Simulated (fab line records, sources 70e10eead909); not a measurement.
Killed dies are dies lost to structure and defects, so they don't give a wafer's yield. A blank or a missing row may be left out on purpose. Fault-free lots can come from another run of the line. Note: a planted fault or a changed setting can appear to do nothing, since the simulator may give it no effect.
A lot that was struck, set against a sound lot + flow nand harc + 37 out of 1302 route steps
Sound: wafers L418.3, L418.4, L418.6. Struck: wafer L428.2. (L428.3, L428.4 of the same lot were not struck and are left out.) The cause comes at the end.
Order at every step that has rows: each side's tool, ch and its chambers, its first start. Under that, the readings that differ: sound wafers + struck wafers + difference of the means + sigmas: that difference in standard deviations of wafers without a fault.
alike: words and numbers the same on both sides, and readings whose means are apart by under 2 such deviations; not compared: readings that were withheld, readings missing a value for some wafer, numbers with overlapping values and no deviation given by the record, and bounds like >300 which may hide the same value.
The two part at a step that has a row with sigmas, a row that says differs or no value, or rows on one side only. Numbers that don't overlap but have no deviation are shown without sigmas and don't part them. A reading missing from all wafers of one side parts the sides only when that side holds two or more wafers.

first, 5 steps without rows for these wafers: NHARC_A_STAIRCASE_EXPOSE_438 (exposes mask STAIR REV); NHARC_A_STAIRCASE_PEB_439 (peb time 130 s); NHARC_A_STAIRCASE_DEVELOP_440 (time 140 s); NHARC_A_STAIRCASE_HARDBAKE_442 (time 140 s); NHARC_A_STAIRCASE_DESCUM_443 (chemistry O2, time 3 s).
NHARC_A_STAIRCASE_ETCH_444: etches the open film in C4F8/O2, target depth 20400 nm, time 6800 s.
  sound on rie diel-01 ch 0,2, day 19 17:34; struck on rie diel-08 ch 3, day 23 09:25
  alike: oes product au, rf vpp V
  not compared: rf hours counter h
NHARC_A_STAIRCASE_STRIP_446: strips in O2.
  sound on plasma asher-02 ch 0,1, day 19 21:32; struck on plasma asher-01 ch 0, day 23 13:53
| reading                | sound | struck | difference                   | sigmas |
|------------------------|-------|--------|------------------------------|--------|
| rf hours counter h (h) | - - - | 2      | no value on the sound wafers |        |
  alike: drypump motor current A, heater power w
then, 3 steps without rows for these wafers: NHARC_A_STAIRCASE_STRIP_447 (strips in SPM, time 900 s); NHARC_A_STAIRCASE_PRECLEAN_448 (cleans in SC1); NHARC_A_STAIRCASE_SRD_449.
NHARC_A_STAIRCASE_CMP_450: polishes SiO2, target thk 200 nm.
  sound on cmp-01 ch 1,3, day 19 22:14; struck on cmp-04 ch 1, day 23 14:38
  alike: motor current A
then, 6 steps without rows for these wafers: NHARC_A_STAIRCASE_CMP_152 (polishes); NHARC_A_STAIRCASE_SRD_154; NHARC_A_STAIRCASE_ETCH_403 (etches SiO2 in dHF, target depth 108.2 nm); NHARC_A_STAIRCASE_ETCHBACK_422 (etches the open film in CH3F/O2, target depth 40 nm, time 74.286 s); NHARC_A_STAIRCASE_ETCH_423 (etches SiO2 in dHF, target depth 30 nm); NHARC_A_STAIRCASE_ETCHBACK_157 (etches the open film in CH3F/O2, target depth 90 nm, time 167.14 s).
NHARC_A_STAIRCASE_STRIP_475: strips in O2, time 20 s.
  sound on rie diel-11 ch 0,1,3; struck on rie diel-01 ch 1
  alike: drypump motor current A, oes product au, rf vpp V, showerhead plenum p Torr, throttle valve pct
  not compared: rf hours counter h
NHARC_A_STAIRCASE_DEP_471: deposits SiO2, target thk 100 nm.
  sound on pecvd-01 ch 0,1, day 19 23:31; struck on pecvd-04 ch 2, day 23 15:53
  alike: heater power w, throttle valve pct
then, 13 steps without rows for these wafers: NHARC_A_STAIRCASE_CMP_472 (polishes SiO2); NHARC_A_STAIRCASE_SRD_474; NHARC_A_SGD_CUT_DEP_00 (deposits SiNx, target thk 50 nm); NHARC_A_SGD_CUT_DEHYDRATE_01 (time 120 s); NHARC_A_SGD_CUT_HMDS_02 (time 30 s); NHARC_A_SGD_CUT_COAT_56 (time 75 s); NHARC_A_SGD_CUT_COAT_57 (time 65 s); NHARC_A_SGD_CUT_COAT_03 (resist thk 90 nm); NHARC_A_SGD_CUT_SOFTBAKE_04 (time 55 s); NHARC_A_SGD_CUT_EBR_05; NHARC_A_SGD_CUT_EXPOSE_06 (exposes mask SGD); NHARC_A_SGD_CUT_PEB_07 (peb time 65 s); NHARC_A_SGD_CUT_DEVELOP_08 (develop time 35 s).
NHARC_A_SGD_CUT_CD_MEAS_09: the cd target is 100 nm.
  sound on cd sem-01 ch 0, day 20 01:03; struck on cd sem-01 ch 0, day 23 17:18
  alike: cd nm
NHARC_A_SGD_CUT_OVL_MEAS_10:
  sound: overlay-02 at day 20 01:08; struck: overlay-01 at day 23 17:23
  alike: overlay x nm, overlay y nm
then, 1 step without rows for these wafers: NHARC_A_SGD_CUT_DESCUM_14 (chemistry O2, time 3 s).
NHARC_A_SGD_CUT_ETCH_58: etches the open film in CF4, target depth 39 nm, time 65 s.
  sound on rie diel-10 ch 0,1,2, day 20 01:19; struck on rie diel-10 ch 1, day 23 17:34
  alike: drypump motor current A, oes product au, rf vpp V, showerhead plenum p Torr, throttle valve pct
  not compared: rf hours counter h
-- jump in the record: it breaks off in module A_SGD_CUT and resumes in module END (first step shown: number 1302 of the route), and 5 days separate the struck wafers' starts before and after --
NHARC_END_SORT_01:
  here the record holds rows for the struck wafers (prober-02 ch 0, day 29 01:39) but none for the sound ones

== WHERE THEY PART ==
First at NHARC_A_STAIRCASE_STRIP_446; last, within this record, at NHARC_END_SORT_01.

WHY: what the simulator had put in
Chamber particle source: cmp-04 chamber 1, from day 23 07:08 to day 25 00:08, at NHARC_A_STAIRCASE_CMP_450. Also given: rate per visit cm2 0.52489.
